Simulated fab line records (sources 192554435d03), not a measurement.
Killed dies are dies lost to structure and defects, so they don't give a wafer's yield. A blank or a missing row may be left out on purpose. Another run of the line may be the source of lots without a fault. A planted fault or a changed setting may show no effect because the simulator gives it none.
3 desks looking at one fault ; flow n5_finfet ; every desk sees just its own numbers, and what lay behind them comes last
Where a reading is given only as a bound, like >300, the bound stands for it, and a mean or a difference that rests on one is marked > or <: the true number lies beyond.

THE DEFECT DESK
Lot by lot, what the route's inspections counted, given as the mean of those sampled wafers with a number. Any lot whose mean is over 4 standard deviations away from the usual mean is out of limits and marked OUT; that distance is given in the brackets.
Columns: A = raw_defect_count at N5_HKMG_FIN_INSPECT_14, usual 2.0
lot;first seen here;A
L985;day 5 14:56;3.0
L988;day 6 09:04;2.3
L999;day 9 08:04;>300 (+99 or more) OUT
L100;day 9 09:46;>300 (+99 or more) OUT
Finding of this desk: L100, L999 out of limits; the first was L999 at day 9 08:04, on raw_defect_count at N5_HKMG_FIN_INSPECT_14. L985, L988: within limits.

AT THE METROLOGY DESK
What the gauges read for every lot (on any tool): the sampled wafers with a number, averaged. Any lot whose mean is over 4 standard deviations away from the usual mean is out of limits and marked OUT; that distance is given in the brackets. Only the readings that lie furthest out on some lot appear, 7 of the 10 it has.
Columns: A = DIBL_P at N5_BEOL_M4_RC_MEAS_101, usual 36.1 mV/V; B = IOFF_N at N5_BEOL_M4_RC_MEAS_101, usual 0.156 nA/um; C = IOFF_P at N5_BEOL_M4_RC_MEAS_101, usual 0.21 nA/um; D = ION_N at N5_BEOL_M4_RC_MEAS_101, usual 674 uA/um; E = ION_P at N5_BEOL_M4_RC_MEAS_101, usual 463 uA/um; F = SS_N at N5_BEOL_M4_RC_MEAS_101, usual 71.5 mV/dec; G = VT_P at N5_BEOL_M4_RC_MEAS_101, usual -250 mV
lot;first seen here;A;B;C;D;E;F;G
L985;day 9 00:07;34.0;0.160;0.24;672;467;71.4;-246
L988;day 10 06:02;35.9;0.169;0.21;682;465;71.2;-249
L999;day 12 20:27;37.1;0.165;0.23;685;473;70.8;-246
L100;day 13 12:50;35.0;0.132;0.18;672;459;71.0;-255
This desk's verdict: no lot among the 4 shows anything out of limits.

TOOL OWNER'S DESK, plasma_asher-02
The tool's own readings at N5_HKMG_FIN_STRIP_60 (strips in N2/H2, time 360 s): means of the sampled wafers that have a number, for each lot that ran on this tool. Any lot whose mean is over 4 standard deviations away from the usual mean is out of limits and marked OUT; that distance is given in the brackets.
Columns: A = drypump_motor_current_A at N5_HKMG_FIN_STRIP_60, usual 5.88 A; B = h2_flow_sccm at N5_HKMG_FIN_STRIP_60, usual 3252 sccm; C = heater_power_w at N5_HKMG_FIN_STRIP_60, usual 479 W
lot;first seen here;A;B;C
L985;day 5 12:18;5.74;3250;465
L999;day 9 05:36;5.72;3243;469
L100;day 9 07:24;5.81;3252;458
This desk's verdict: no lot among the 3 shows anything out of limits.

TAKEN TOGETHER
The defect desk could have raised an alarm at day 9 08:04, on L100, L999.
Nothing out of limits was seen by the metrology desk.
The desk of the tool owner found nothing out of limits.
The metrology desk holds a record of L100, L999, inside its limits.
The tool owner's desk has L100, L999 on record, within its limits.
All the named lots went through N5_HKMG_FIN_STRIP_60 on plasma_asher-02.

WHAT WAS PUT IN BY THE SIMULATOR
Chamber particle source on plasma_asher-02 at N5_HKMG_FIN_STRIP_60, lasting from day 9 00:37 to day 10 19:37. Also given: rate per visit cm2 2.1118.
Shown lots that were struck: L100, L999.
Hours from the fault's start to each desk's first reading out of limits: the defect desk, 7.
